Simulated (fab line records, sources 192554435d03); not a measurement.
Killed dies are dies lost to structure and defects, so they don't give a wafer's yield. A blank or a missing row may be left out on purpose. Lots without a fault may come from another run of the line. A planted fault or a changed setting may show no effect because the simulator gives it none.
fab line records | flow n5_finfet
record lots=23 wafers=69 last_day=17
route steps=1938 shown BEOL_M3@971
lots that met no fault: from a run of the same line without faults
start_h: hours from the record's first day to the start of the lot's first wafer shown | wait_h: hours since the lot's step before | " the same as in the row above | L1.1+2: a row that stands for several wafers | - no value, or no start given | * or withheld: withheld | < > ~ a bound
route shown NAME@n: a module of which the file shows steps, and the number in the route of the first | usual: mean/standard deviation of fault-free wafers | same: alike in all rows | chamber/n: place in a boat | sites: the reading at each site | _std_site: their standard deviation | _edge_site: outer sites' mean less inner sites' | radius_mm: how far each site lies from the wafer's centre | mask NAME#n: copy n | behind: the tool/chamber that last shaped the wafer | hold: why the lot was held/for how many hours/how that ended | device: the transistor (n, p or np) that didn't switch | end of line: the same wafers' tests at the end of the route | a step without rows: its recipe alone | killed: dies lost to structure and defects at the first sort, not the wafer's yield | map: a wafer's dies, x killed, . not, _ none there
set.NAME: the setting as run; set.NAME@STEP: as run at that earlier step | model.NAME: the simulator's own value behind a step, which no gauge read
steps of the route over a sample of lots; a table a step, a row a wafer
services: from which hour (start_h, from the record's first day; less than 0 if before it) a tool's chamber was out of use, for how many hours, and why
## steps
# step N5_BEOL_M3_ETCH_69
# recipe chemistry=CF4 target=SiARC target_depth_a=156 mask_material=CAR-EUV time_s=26 ion_energy_ev=80 pressure_mtorr=40 source_w=545 bias_w=36 Ar_flow_sccm=100 cf4_flow_sccm=100 ends=cleared
# usual bias_w=35.99/0.11 drypump_motor_current_A=5.9/0.52 etch_rf_on_time_s=26.1/0.5 oes_product_au=0.64/0.059 rf_vpp_V=184.0/1.1 showerhead_plenum_p_Torr=2.13/0.073 throttle_valve_pct=15.64/0.16
# columns lot.wafer tool chamber start_h wait_h bias_w drypump_motor_current_A etch_rf_on_time_s oes_product_au rf_hours_counter_h rf_vpp_V showerhead_plenum_p_Torr throttle_valve_pct
L074.1 rie_diel-03 0 141.46 0.0 35.89 5.9 26.0 0.59 225 181.1 2.04 15.80
L074.2 " 3 " " 35.93 5.3 26.7 0.63 162 183.9 2.05 15.74
L074.3 " 2 " " 36.00 5.3 26.1 0.62 182 185.1 2.13 15.48
L075.1 rie_diel-03 0 156.13 0.0 35.99 5.9 26.1 0.59 230 182.5 2.03 15.79
L075.3 " 2 " " 35.83 5.3 26.3 0.61 186 183.5 2.13 15.47
L075.5 " 1 " " 36.11 6.5 26.0 0.62 - 184.5 2.12 15.67
L076.1 rie_diel-02 1 172.77 0.0 36.11 6.2 26.4 0.65 145 183.7 2.06 15.53
L076.4 " 2 " " 35.88 6.2 26.6 0.63 159 183.6 2.14 15.57
L076.5 " 0 " " 35.93 5.1 25.9 0.69 - 184.7 2.25 15.51
L077.1 rie_diel-02 3 173.37 0.0 36.02 6.6 26.5 0.57 248 184.5 2.20 15.87
L077.3 " 0 " " 36.32 5.1 26.5 0.69 98 186.3 2.25 15.53
L077.5 " 3 " " 35.89 6.6 26.5 0.57 - 184.7 2.20 15.85
L078.1 rie_diel-02 0 178.84 0.0 36.04 5.1 26.2 0.69 100 184.8 2.25 15.53
L078.5 " 1 " " 36.03 6.1 26.2 0.65 - 183.2 2.06 15.52
L078.6 " 0 " " 35.97 5.1 26.4 0.68 - 184.7 2.25 15.53
L079.1 rie_diel-02 1 179.12 0.0 35.86 6.2 26.5 0.64 147 183.0 2.06 15.54
L079.3 " 2 " " 35.92 6.1 26.7 0.63 160 183.3 2.14 15.56
L079.5 " 0 " " 35.83 5.1 26.4 0.68 - 184.2 2.25 15.53
L080.2 rie_diel-02 1 184.71 0.0 35.78 6.2 26.5 0.65 148 183.1 2.06 15.54
L080.3 " 0 " " 36.14 5.1 26.4 0.69 101 185.4 2.25 15.53
L080.6 " 0 " " 36.19 5.1 26.2 0.68 - 184.4 2.25 15.53
L081.1 rie_diel-03 2 189.61 0.0 36.02 5.3 26.0 0.61 197 184.8 2.13 15.47
L081.3 " 0 " " 36.06 5.9 25.7 0.59 238 182.5 2.03 15.80
L081.5 " 0 " " 36.03 5.9 25.9 0.59 - 182.1 2.03 15.81
L082.2 rie_diel-02 3 194.96 0.0 36.24 6.6 25.6 0.85 1 185.0 2.20 15.37
L082.3 " 1 " " 35.92 6.1 26.6 0.64 152 184.3 2.06 15.55
L082.5 " 3 " " 36.19 6.6 25.7 0.85 - 185.3 2.20 15.39
L083.2 rie_diel-02 3 201.29 0.0 36.02 6.6 25.5 0.84 3 185.1 2.20 15.40
L083.3 " 2 " " 35.96 6.1 26.5 0.62 168 183.3 2.14 15.59
L083.6 " 0 " " 36.06 5.1 26.0 0.68 - 185.9 2.24 15.53
L084.1 rie_diel-02 3 208.54 0.0 36.05 6.6 25.2 0.84 5 184.2 2.20 15.39
L084.5 " 2 " " 36.06 6.1 26.2 0.62 - 182.7 2.14 15.59
L084.6 " 3 " " 35.94 6.6 25.5 0.82 - 184.7 2.20 15.39
L086.1 rie_diel-04 3 219.03 0.0 36.14 6.0 25.4 0.60 189 184.7 2.21 15.63
L086.3 " 0 " " 36.07 6.2 24.9 0.62 224 182.4 2.04 16.03
L086.4 " 2 " " 36.17 5.4 25.6 0.64 162 184.6 2.14 15.67
L085.2 rie_diel-03 2 222.14 0.0 35.83 5.3 25.9 0.61 207 184.3 2.13 15.52
L085.3 " 1 " " 35.97 6.5 25.7 0.61 193 183.5 2.11 15.71
L085.4 " 0 " " 35.86 5.9 25.7 0.59 249 182.5 2.03 15.80
L088.2 rie_diel-03 1 229.87 0.0 35.83 6.4 25.9 0.60 197 182.9 2.11 15.72
L088.3 " 2 " " 36.17 5.3 26.1 0.61 210 184.0 2.12 15.50
L088.5 " 2 " " 36.14 5.3 26.0 0.61 - 183.0 2.12 15.51
L087.2 rie_diel-03 3 238.60 0.0 36.05 5.3 26.1 0.61 192 182.8 2.04 15.76
L087.3 " 1 " " 35.91 6.5 25.7 0.61 201 182.5 2.11 15.74
L087.5 " 3 " " 35.95 5.3 26.5 0.62 - 183.6 2.04 15.77
L089.1 rie_diel-04 2 242.69 0.0 35.94 5.4 26.0 0.63 169 184.2 2.13 15.68
L089.2 " 1 " " 36.05 6.0 25.7 0.61 177 185.8 2.22 15.72
L089.3 " 0 " " 36.07 6.4 24.9 0.61 231 183.2 2.04 16.07
L090.1 rie_diel-03 3 245.78 0.0 36.04 5.3 26.3 0.61 195 183.3 2.03 15.78
L090.5 " 1 " " 35.77 6.5 26.0 0.60 - 182.9 2.11 15.74
L090.6 " 3 " " 36.08 5.3 26.4 0.61 - 184.0 2.04 15.79
L092.1 rie_diel-02 2 246.01 0.0 36.13 6.2 27.1 0.61 180 183.8 2.14 15.60
L092.2 " 1 " " 36.13 6.2 27.2 0.62 167 184.3 2.06 15.57
L092.4 " 0 " " 35.99 5.1 26.9 0.66 121 184.5 2.24 15.56
L091.1 rie_diel-04 3 250.12 0.0 36.06 5.9 25.5 0.60 199 184.7 2.21 15.66
L091.3 " 0 " " 35.89 6.3 25.1 0.61 233 183.8 2.04 16.06
L091.6 " 3 " " 36.02 5.9 25.4 0.60 - 186.3 2.21 15.65
L093.3 rie_diel-04 1 263.61 0.0 35.96 6.0 25.3 0.61 183 185.3 2.21 15.71
L093.5 " 0 " " 36.07 6.4 25.2 0.61 - 184.0 2.04 16.07
L093.6 " 3 " " 35.97 6.0 25.5 0.60 - 184.9 2.21 15.67
L094.2 rie_diel-04 1 267.34 0.0 36.17 6.0 25.4 0.61 184 184.4 2.21 15.72
L094.5 " 3 " " 36.07 5.9 25.5 0.60 - 185.2 2.21 15.67
L094.6 " 1 " " 36.05 6.0 25.4 0.61 - 187.6 2.21 15.72
L096.4 rie_diel-03 3 281.73 0.0 35.85 5.3 26.5 0.60 205 183.7 2.03 15.80
L096.5 " 2 " " 35.88 5.3 26.2 0.59 - 183.3 2.12 15.55
L096.6 " 3 " " 35.86 5.3 26.5 0.60 - 182.8 2.03 15.81
L097.1 rie_diel-02 0 282.03 0.0 35.96 5.1 26.6 0.65 132 186.2 2.24 15.58
L097.2 " 2 " " 36.06 6.1 26.5 0.61 192 184.0 2.13 15.63
L097.6 " 3 " " 36.03 6.6 26.1 0.78 - 183.8 2.19 15.43
# step N5_BEOL_M3_STRIP_36
# recipe chemistry=N2/H2 power_w=450 temp_c=40 pressure_mtorr=20 rf_frequency_hz=6e+07 overash_fraction=0.3 bias_power_w=7 h2_frac=0.5 n2_flow_sccm=200 h2_flow_sccm=200
# usual drypump_motor_current_A=5.9/0.48 h2_flow_sccm=200.0/0.65 n2_flow_sccm=200.0/0.57 oes_product_au=0.75/0.081 rf_vpp_V=59.3/1.4 showerhead_plenum_p_Torr=2.53/0.098 throttle_valve_pct=23.54/0.15
# columns lot.wafer tool chamber start_h wait_h drypump_motor_current_A h2_flow_sccm n2_flow_sccm oes_product_au rf_hours_counter_h rf_vpp_V showerhead_plenum_p_Torr throttle_valve_pct
L074.1 rie_diel-04 3 148.30 0.0 6.0 199.4 199.6 0.72 169 61.6 2.63 23.24
L074.2 " 1 " " 6.1 201.4 199.5 0.73 151 57.8 2.64 23.74
L074.3 " 2 " " 5.4 200.1 200.8 0.76 143 59.9 2.53 23.46
L075.1 rie_diel-04 1 160.59 0.0 6.0 200.2 200.7 0.72 154 61.9 2.64 23.73
L075.3 " 0 " " 6.3 200.5 200.4 0.72 207 57.3 2.39 23.69
L075.5 " 1 " " 6.0 199.2 200.6 0.72 - 59.2 2.64 23.71
L076.1 rie_diel-04 3 174.58 0.0 5.9 200.3 199.2 0.72 175 58.9 2.63 23.24
L076.4 " 1 " " 6.0 199.6 200.0 0.72 158 57.8 2.64 23.72
L076.5 " 2 " " 5.4 201.4 201.4 0.76 - 61.1 2.53 23.41
L077.1 rie_diel-03 2 174.71 0.0 5.3 200.3 199.4 0.72 192 60.5 2.53 23.68
L077.3 " 3 " " 5.3 201.4 200.1 0.73 172 60.9 2.41 23.66
L077.5 " 3 " " 5.3 201.1 199.2 0.74 - 59.2 2.41 23.68
L078.1 rie_diel-02 0 182.53 0.0 5.1 199.8 199.7 0.81 101 59.1 2.66 23.50
L078.5 " 2 " " 6.1 200.6 200.7 0.73 - 61.2 2.53 23.36
L078.6 " 1 " " 6.1 198.6 199.9 0.76 - 58.3 2.44 23.52
L079.1 rie_diel-03 1 182.55 0.0 6.5 200.5 200.9 0.72 182 58.7 2.52 23.50
L079.3 " 0 " " 5.9 199.9 200.1 0.69 237 58.9 2.40 23.70
L079.5 " 1 " " 6.5 200.3 199.6 0.72 - 59.6 2.52 23.51
L080.2 rie_diel-02 2 188.24 0.0 6.1 200.3 201.1 0.73 163 57.8 2.53 23.32
L080.3 " 1 " " 6.2 200.6 200.0 0.75 150 60.5 2.44 23.55
L080.6 " 2 " " 6.2 201.2 200.1 0.73 - 59.3 2.53 23.34
L081.1 rie_diel-04 3 190.97 0.0 5.9 200.1 200.2 0.70 180 59.4 2.63 23.22
L081.3 " 0 " " 6.3 200.0 200.1 0.72 215 57.6 2.39 23.71
L081.5 " 0 " " 6.3 198.9 200.0 0.72 - 60.1 2.39 23.69
L082.2 rie_diel-02 1 195.36 0.0 6.2 198.8 199.4 0.75 152 59.3 2.44 23.54
L082.3 " 3 " " 6.6 201.7 200.3 0.98 1 59.5 2.60 23.43
L082.5 " 2 " " 6.2 200.1 200.8 0.73 - 57.9 2.53 23.35
L083.2 rie_diel-02 0 210.20 0.0 5.1 198.7 200.1 0.80 109 61.0 2.66 23.47
L083.3 " 2 " " 6.1 199.9 199.5 0.72 170 60.0 2.53 23.38
L083.6 " 3 " " 6.6 199.3 200.3 0.97 - 60.2 2.60 23.45
L084.1 rie_diel-02 0 223.11 0.0 5.1 199.4 200.1 0.79 113 58.5 2.65 23.52
L084.5 " 2 " " 6.1 200.2 200.6 0.72 - 60.5 2.53 23.40
L084.6 " 1 " " 6.2 199.1 200.7 0.74 - 59.3 2.43 23.54
L086.1 rie_diel-03 0 223.15 0.0 5.9 200.8 199.4 0.68 249 62.2 2.39 23.70
L086.3 " 3 " " 5.3 200.6 199.7 0.73 185 59.1 2.40 23.71
L086.4 " 2 " " 5.3 200.3 199.6 0.69 207 60.2 2.52 23.75
L085.2 rie_diel-04 0 227.13 0.0 6.3 199.9 198.8 0.71 226 57.7 2.39 23.74
L085.3 " 3 " " 6.0 200.2 200.7 0.70 192 60.8 2.62 23.30
L085.4 " 2 " " 5.4 199.6 200.2 0.74 165 57.4 2.53 23.46
L088.2 rie_diel-04 2 231.78 0.0 5.4 199.2 200.9 0.73 166 58.2 2.52 23.47
L088.3 " 3 " " 6.1 200.1 200.4 0.69 193 61.4 2.62 23.27
L088.5 " 2 " " 5.4 200.6 200.4 0.74 - 63.3 2.52 23.47
L087.2 rie_diel-04 3 240.09 0.0 5.9 201.0 199.3 0.69 196 59.5 2.62 23.28
L087.3 " 0 " " 6.3 200.5 199.9 0.71 230 58.7 2.38 23.75
L087.5 " 0 " " 6.3 199.6 199.4 0.71 - 59.3 2.38 23.71
L089.1 rie_diel-02 3 243.87 0.0 6.6 200.1 200.1 0.94 15 57.8 2.59 23.46
L089.2 " 1 " " 6.2 199.2 200.1 0.72 166 57.8 2.43 23.53
L089.3 " 0 " " 5.1 199.7 200.6 0.79 120 60.2 2.65 23.51
L090.1 rie_diel-03 1 247.02 0.0 6.5 201.0 199.2 0.70 205 56.9 2.51 23.51
L090.5 " 1 " " 6.5 200.7 198.5 0.69 - 61.6 2.51 23.53
L090.6 " 0 " " 5.9 199.6 199.9 0.99 - 59.4 2.71 23.33
L092.1 rie_diel-03 3 253.34 0.0 5.3 200.0 200.4 0.71 196 57.8 2.40 23.69
L092.2 " 2 " " 5.3 200.0 198.8 0.70 219 59.6 2.52 23.76
L092.4 " 1 " " 6.4 200.7 200.3 0.69 205 58.1 2.51 23.48
L091.1 rie_diel-02 1 260.63 0.0 6.2 200.9 200.3 0.72 172 59.4 2.43 23.55
L091.3 " 2 " " 6.1 200.4 200.0 0.72 185 59.1 2.52 23.39
L091.6 " 2 " " 6.1 200.3 199.0 0.71 - 61.3 2.52 23.40
L093.3 rie_diel-02 1 267.70 0.0 6.1 199.9 199.2 0.73 174 59.3 2.43 23.55
L093.5 " 1 " " 6.2 200.8 199.3 0.73 - 57.5 2.43 23.54
L093.6 " 0 " " 5.1 199.9 200.3 0.77 - 62.2 2.65 23.54
L094.2 rie_diel-04 1 268.10 0.0 6.0 199.0 199.7 0.69 184 58.6 2.63 23.77
L094.5 " 3 " " 5.9 200.2 200.4 0.69 - 60.3 2.62 23.28
L094.6 " 1 " " 6.0 199.4 200.2 0.70 - 62.2 2.63 23.79
L096.4 rie_diel-02 2 287.62 0.0 6.1 199.6 199.5 0.70 194 59.6 2.52 23.40
L096.5 " 2 " " 6.1 200.3 199.9 0.71 - 56.1 2.52 23.39
L096.6 " 3 " " 6.6 199.2 200.6 0.91 - 58.0 2.59 23.46
L097.1 rie_diel-03 1 292.33 0.0 6.5 199.5 199.7 0.68 218 58.4 2.50 23.54
L097.2 " 2 " " 5.3 199.9 200.3 0.68 231 61.5 2.51 23.79
L097.6 " 1 " " 6.5 199.0 199.7 0.69 - 58.7 2.50 23.54
# step N5_BEOL_M3_ANNEAL_80
# recipe temp_c=400 time_s=240 ambient=vacuum
# usual heater_power_w=844/68 susceptor_temp_C=399.97/0.21
# same time_s=240
# columns lot.wafer tool chamber start_h wait_h heater_power_w susceptor_temp_C
L074.1 pvd_sputter-02 - 150.36 0.0 906 400.27
L074.2 " - " " 829 399.56
L074.3 " - " " 878 400.03
L075.1 pvd_sputter-02 - 163.92 0.0 881 399.92
L075.3 " - " " 865 399.63
L075.5 " - " " 847 399.89
L076.1 pvd_sputter-02 - 176.42 0.0 896 400.05
L076.4 " - " " 839 399.88
L076.5 " - " " 867 400.03
L077.1 pvd_sputter-03 - 176.87 0.0 702 400.10
L077.3 " - " " 788 399.97
L077.5 " - " " 770 399.89
L078.1 pvd_sputter-01 - 186.29 0.0 796 399.64
L078.5 " - " " 933 399.75
L078.6 " - " " 947 399.78
L079.1 pvd_sputter-03 - 186.85 0.0 851 399.96
L079.3 " - " " 707 399.77
L079.5 " - " " 800 399.85
L080.2 pvd_sputter-01 - 191.21 0.0 929 400.08
L080.3 " - " " 931 400.24
L080.6 " - " " 733 399.88
L081.1 pvd_sputter-03 - 192.92 0.0 866 399.80
L081.3 " - " " 881 400.18
L081.5 " - " " 782 399.77
L082.2 pvd_sputter-03 - 197.80 0.0 781 400.32
L082.3 " - " " 852 400.16
L082.5 " - " " 865 399.96
L083.2 pvd_sputter-03 - 212.35 0.0 877 399.79
L083.3 " - " " 735 400.18
L083.6 " - " " 866 399.71
L084.1 pvd_sputter-03 - 224.71 0.0 701 399.76
L084.5 " - " " 716 400.23
L084.6 " - " " 880 400.35
L086.1 pvd_sputter-02 - 226.16 0.0 909 399.93
L086.3 " - " " 846 399.96
L086.4 " - " " 854 400.22
L085.2 pvd_sputter-02 - 229.46 0.0 911 400.07
L085.3 " - " " 849 399.94
L085.4 " - " " 886 399.93
L088.2 pvd_sputter-02 - 234.86 0.0 852 399.72
L088.3 " - " " 850 399.76
L088.5 " - " " 919 400.05
L087.2 pvd_sputter-02 - 241.97 0.0 870 400.05
L087.3 " - " " 860 399.86
L087.5 " - " " 833 400.09
L089.1 pvd_sputter-02 - 245.69 0.0 894 400.38
L089.2 " - " " 852 400.02
L089.3 " - " " 871 399.93
L090.1 pvd_sputter-03 - 248.76 0.0 883 399.80
L090.5 " - " " 705 399.95
L090.6 " - " " 883 399.99
L092.1 pvd_sputter-01 - 254.79 0.0 714 400.41
L092.2 " - " " 921 399.71
L092.4 " - " " 785 399.93
L091.1 pvd_sputter-03 - 263.21 0.0 714 400.18
L091.3 " - " " 868 400.20
L091.6 " - " " 768 399.92
L093.3 pvd_sputter-03 - 269.68 0.0 794 399.81
L093.5 " - " " 847 399.82
L093.6 " - " " 777 400.03
L094.2 pvd_sputter-02 - 269.88 0.0 860 400.21
L094.5 " - " " 838 400.31
L094.6 " - " " 890 399.79
L096.4 pvd_sputter-01 - 289.68 0.0 940 399.97
L096.5 " - " " 829 399.71
L096.6 " - " " 936 399.91
L097.1 pvd_sputter-01 - 295.10 0.0 941 399.76
L097.2 " - " " 726 400.09
L097.6 " - " " 755 400.13
# step N5_BEOL_M3_ANNEAL_89
# recipe temp_c=400 time_s=240 ambient=vacuum
# usual heater_power_w=845/69 susceptor_temp_C=400.03/0.22
# same time_s=240
# columns lot.wafer tool chamber start_h wait_h heater_power_w susceptor_temp_C
L074.1 pvd_sputter-02 - 151.02 0.0 920 399.92
L074.2 " - " " 829 399.96
L074.3 " - " " 869 400.30
L075.1 pvd_sputter-02 - 164.58 0.0 872 400.39
L075.3 " - " " 870 399.83
L075.5 " - " " 877 400.15
L076.1 pvd_sputter-02 - 177.08 0.0 929 400.17
L076.4 " - " " 835 400.19
L076.5 " - " " 868 400.06
L077.1 pvd_sputter-03 - 177.53 0.0 710 400.40
L077.3 " - " " 795 399.81
L077.5 " - " " 778 399.85
L078.1 pvd_sputter-01 - 186.95 0.0 790 399.95
L078.5 " - " " 936 399.92
L078.6 " - " " 954 400.24
L079.1 pvd_sputter-03 - 187.51 0.0 875 399.78
L079.3 " - " " 690 400.36
L079.5 " - " " 770 400.17
L080.2 pvd_sputter-01 - 191.87 0.0 946 399.86
L080.3 " - " " 952 400.22
L080.6 " - " " 728 400.52
L081.1 pvd_sputter-03 - 193.58 0.0 849 400.00
L081.3 " - " " 865 400.21
L081.5 " - " " 794 399.74
L082.2 pvd_sputter-03 - 198.46 0.0 788 399.86
L082.3 " - " " 856 399.88
L082.5 " - " " 907 400.38
L083.2 pvd_sputter-03 - 213.01 0.0 901 400.49
L083.3 " - " " 695 400.15
L083.6 " - " " 867 399.67
L084.1 pvd_sputter-03 - 225.37 0.0 710 400.23
L084.5 " - " " 706 400.19
L084.6 " - " " 866 400.18
L086.1 pvd_sputter-02 - 226.82 0.0 905 400.06
L086.3 " - " " 839 399.75
L086.4 " - " " 882 400.55
L085.2 pvd_sputter-02 - 230.12 0.0 916 399.94
L085.3 " - " " 845 399.65
L085.4 " - " " 864 400.18
L088.2 pvd_sputter-02 - 235.52 0.0 868 400.14
L088.3 " - " " 842 399.80
L088.5 " - " " 900 399.97
L087.2 pvd_sputter-02 - 242.63 0.0 830 400.17
L087.3 " - " " 893 399.55
L087.5 " - " " 842 400.11
L089.1 pvd_sputter-02 - 246.35 0.0 919 400.03
L089.2 " - " " 840 399.80
L089.3 " - " " 913 399.99
L090.1 pvd_sputter-03 - 249.42 0.0 867 400.10
L090.5 " - " " 713 400.00
L090.6 " - " " 875 400.07
L092.1 pvd_sputter-01 - 255.45 0.0 735 400.10
L092.2 " - " " 935 399.61
L092.4 " - " " 798 400.20
L091.1 pvd_sputter-03 - 263.87 0.0 709 399.93
L091.3 " - " " 854 399.79
L091.6 " - " " 779 400.18
L093.3 pvd_sputter-03 - 270.34 0.0 789 399.94
L093.5 " - " " 856 399.95
L093.6 " - " " 793 400.18
L094.2 pvd_sputter-02 - 270.54 0.0 871 399.58
L094.5 " - " " 849 399.93
L094.6 " - " " 919 400.03
L096.4 pvd_sputter-01 - 290.34 0.0 932 399.94
L096.5 " - " " 786 399.89
L096.6 " - " " 943 399.84
L097.1 pvd_sputter-01 - 295.76 0.0 931 399.66
L097.2 " - " " 749 400.05
L097.6 " - " " 733 400.17
# step N5_BEOL_M3_SPUTTER_92
# recipe material=Cu target_thk_a=45 temp_c=-20 chamber_pressure_pa=0.07 power_w=withheld time_s=8.29
# usual substrate_temp_c=-20.01/0.11 susceptor_temp_C=-20.00/0.11 throttle_valve_pct=29.9/1.2
# same time_s=8.29
# columns lot.wafer tool chamber start_h wait_h substrate_temp_c susceptor_temp_C throttle_valve_pct
L074.1 pvd_sputter-02 - 151.38 0.1 -20.00 -20.20 30.7
L074.2 " - " " -19.99 -20.07 30.9
L074.3 " - " " -20.13 -20.07 30.9
L075.1 pvd_sputter-02 - 164.94 0.1 -20.13 -20.07 30.7
L075.3 " - " " -19.97 -19.95 31.0
L075.5 " - " " -20.01 -19.98 30.9
L076.1 pvd_sputter-02 - 177.44 0.1 -19.97 -20.08 30.9
L076.4 " - " " -19.97 -20.08 31.3
L076.5 " - " " -19.96 -20.04 30.8
L077.1 pvd_sputter-03 - 177.89 0.1 -20.06 -19.98 28.6
L077.3 " - " " -20.06 -19.95 28.7
L077.5 " - " " -20.28 -20.01 28.7
L078.1 pvd_sputter-01 - 187.31 0.1 -20.00 -20.08 31.7
L078.5 " - " " -19.95 -20.13 27.9
L078.6 " - " " -20.00 -19.98 29.3
L079.1 pvd_sputter-03 - 187.87 0.1 -20.08 -19.84 28.3
L079.3 " - " " -20.04 -19.90 28.3
L079.5 " - " " -20.18 -20.14 28.4
L080.2 pvd_sputter-01 - 192.23 0.1 -20.17 -20.03 28.0
L080.3 " - " " -20.00 -20.00 29.2
L080.6 " - " " -19.88 -20.21 30.4
L081.1 pvd_sputter-03 - 193.94 0.1 -20.05 -19.99 28.4
L081.3 " - " " -20.05 -20.05 30.5
L081.5 " - " " -19.93 -19.99 28.3
L082.2 pvd_sputter-03 - 198.82 0.1 -19.96 -19.94 28.6
L082.3 " - " " -19.81 -19.89 28.3
L082.5 " - " " -20.02 -20.14 30.7
L083.2 pvd_sputter-03 - 213.37 0.1 -20.14 -19.84 30.8
L083.3 " - " " -20.20 -19.88 28.5
L083.6 " - " " -20.15 -19.99 28.5
L084.1 pvd_sputter-03 - 225.73 0.1 -20.16 -19.85 28.4
L084.5 " - " " -20.14 -19.88 28.7
L084.6 " - " " -20.00 -19.96 30.9
L086.1 pvd_sputter-02 - 227.18 0.1 -20.09 -19.90 30.8
L086.3 " - " " -20.02 -20.00 30.9
L086.4 " - " " -19.98 -19.94 31.0
L085.2 pvd_sputter-02 - 230.48 0.1 -19.83 -20.09 30.9
L085.3 " - " " -20.08 -20.09 31.0
L085.4 " - " " -19.95 -20.01 30.9
L088.2 pvd_sputter-02 - 235.88 0.1 -20.03 -20.08 30.9
L088.3 " - " " -20.00 -20.03 30.8
L088.5 " - " " -19.87 -19.95 31.0
L087.2 pvd_sputter-02 - 242.99 0.1 -20.19 -19.89 30.6
L087.3 " - " " -19.74 -20.02 31.0
L087.5 " - " " -19.94 -20.03 31.0
L089.1 pvd_sputter-02 - 246.71 0.1 -19.94 -19.98 30.7
L089.2 " - " " -19.98 -19.74 31.0
L089.3 " - " " -20.04 -20.03 31.0
L090.1 pvd_sputter-03 - 253.15 3.4 -19.99 -20.15 30.7
L090.5 " - " " -20.06 -20.13 28.4
L090.6 " - " " -19.90 -20.25 30.7
L092.1 pvd_sputter-01 - 255.81 0.1 -19.98 -20.09 30.3
L092.2 " - " " -20.00 -20.04 29.1
L092.4 " - " " -20.09 -19.99 32.1
L091.1 pvd_sputter-03 - 264.23 0.1 -19.96 -19.92 28.5
L091.3 " - " " -19.86 -19.96 28.2
L091.6 " - " " -19.93 -20.09 28.7
L093.3 pvd_sputter-03 - 270.70 0.1 -19.78 -19.78 28.7
L093.5 " - " " -19.83 -19.96 28.6
L093.6 " - " " -19.87 -19.97 28.5
L094.2 pvd_sputter-02 - 270.90 0.1 -20.16 -19.98 30.8
L094.5 " - " " -20.09 -20.07 30.7
L094.6 " - " " -20.09 -19.83 30.9
L096.4 pvd_sputter-01 - 290.70 0.1 -20.03 -20.03 29.1
L096.5 " - " " -19.88 -20.00 31.6
L096.6 " - " " -19.84 -19.94 28.7
L097.1 pvd_sputter-01 - 296.12 0.1 -19.90 -20.00 28.9
L097.2 " - " " -19.96 -19.97 30.4
L097.6 " - " " -19.97 -19.91 30.3
# step N5_BEOL_M3_ANNEAL_93
# recipe temp_c=400 time_s=240 ambient=vacuum
# usual heater_power_w=845/70 susceptor_temp_C=400.02/0.23
# same time_s=240
# columns lot.wafer tool chamber start_h wait_h heater_power_w susceptor_temp_C
L074.1 pvd_sputter-02 - 151.46 0.0 894 400.11
L074.2 " - " " 839 399.91
L074.3 " - " " 891 399.85
L075.1 pvd_sputter-02 - 165.02 0.0 880 399.47
L075.3 " - " " 863 400.04
L075.5 " - " " 862 400.27
L076.1 pvd_sputter-02 - 177.52 0.0 913 399.99
L076.4 " - " " 844 399.64
L076.5 " - " " 881 399.99
L077.1 pvd_sputter-03 - 177.97 0.0 697 400.08
L077.3 " - " " 809 400.33
L077.5 " - " " 774 400.39
L078.1 pvd_sputter-01 - 187.39 0.0 780 399.94
L078.5 " - " " 942 400.29
L078.6 " - " " 951 399.87
L079.1 pvd_sputter-03 - 187.95 0.0 834 399.78
L079.3 " - " " 694 399.94
L079.5 " - " " 812 399.88
L080.2 pvd_sputter-01 - 192.31 0.0 938 399.83
L080.3 " - " " 962 400.02
L080.6 " - " " 742 399.72
L081.1 pvd_sputter-03 - 194.02 0.0 869 400.02
L081.3 " - " " 890 400.13
L081.5 " - " " 784 399.69
L082.2 pvd_sputter-03 - 198.90 0.0 775 399.90
L082.3 " - " " 850 399.83
L082.5 " - " " 894 399.98
L083.2 pvd_sputter-03 - 213.45 0.0 879 400.07
L083.3 " - " " 688 400.04
L083.6 " - " " 874 399.97
L084.1 pvd_sputter-03 - 225.81 0.0 708 399.84
L084.5 " - " " 716 400.23
L084.6 " - " " 888 400.15
L086.1 pvd_sputter-02 - 227.26 0.0 923 399.98
L086.3 " - " " 843 400.25
L086.4 " - " " 870 400.01
L085.2 pvd_sputter-02 - 230.56 0.0 909 400.17
L085.3 " - " " 850 399.82
L085.4 " - " " 879 399.49
L088.2 pvd_sputter-02 - 235.96 0.0 865 399.86
L088.3 " - " " 851 400.00
L088.5 " - " " 918 400.30
L087.2 pvd_sputter-02 - 243.07 0.0 850 400.20
L087.3 " - " " 861 399.82
L087.5 " - " " 839 400.21
L089.1 pvd_sputter-02 - 246.79 0.0 923 399.92
L089.2 " - " " 869 400.29
L089.3 " - " " 874 400.01
L090.1 pvd_sputter-03 - 253.23 0.0 881 400.01
L090.5 " - " " 686 400.41
L090.6 " - " " 886 400.03
L092.1 pvd_sputter-01 - 255.89 0.0 716 399.91
L092.2 " - " " 940 400.60
L092.4 " - " " 804 400.19
L091.1 pvd_sputter-03 - 264.31 0.0 690 399.96
L091.3 " - " " 836 400.53
L091.6 " - " " 802 400.53
L093.3 pvd_sputter-03 - 270.78 0.0 776 399.72
L093.5 " - " " 866 400.40
L093.6 " - " " 796 399.83
L094.2 pvd_sputter-02 - 270.98 0.0 864 400.09
L094.5 " - " " 850 400.47
L094.6 " - " " 918 400.00
L096.4 pvd_sputter-01 - 290.78 0.0 933 399.80
L096.5 " - " " 789 399.65
L096.6 " - " " 950 400.17
L097.1 pvd_sputter-01 - 296.20 0.0 928 399.88
L097.2 " - " " 721 400.01
L097.6 " - " " 745 399.98
## services
# columns tool chamber start_h hours kind
rie_diel-03 2 119.39 6.6 repair
rie_diel-02 - 126.83 2.8 pm
pvd_sputter-01 - 143.08 4.3 repair
rie_diel-02 3 178.90 - clean
rie_diel-02 3 178.90 - consumable_replace:focus_ring
rie_diel-02 3 178.90 12.8 scheduled_down
rie_diel-02 3 178.90 12.8 vent_cycle
rie_diel-02 3 210.65 2.9 repair
rie_diel-03 0 225.48 - clean
rie_diel-03 0 225.48 - consumable_replace:focus_ring
rie_diel-03 0 225.48 - consumable_replace:showerhead
rie_diel-03 0 225.48 21.1 scheduled_down
rie_diel-03 0 225.48 21.1 vent_cycle
rie_diel-04 2 248.97 8.5 repair
rie_diel-02 3 249.69 7.0 repair
pvd_sputter-03 - 279.46 4.2 repair
## key
fault none
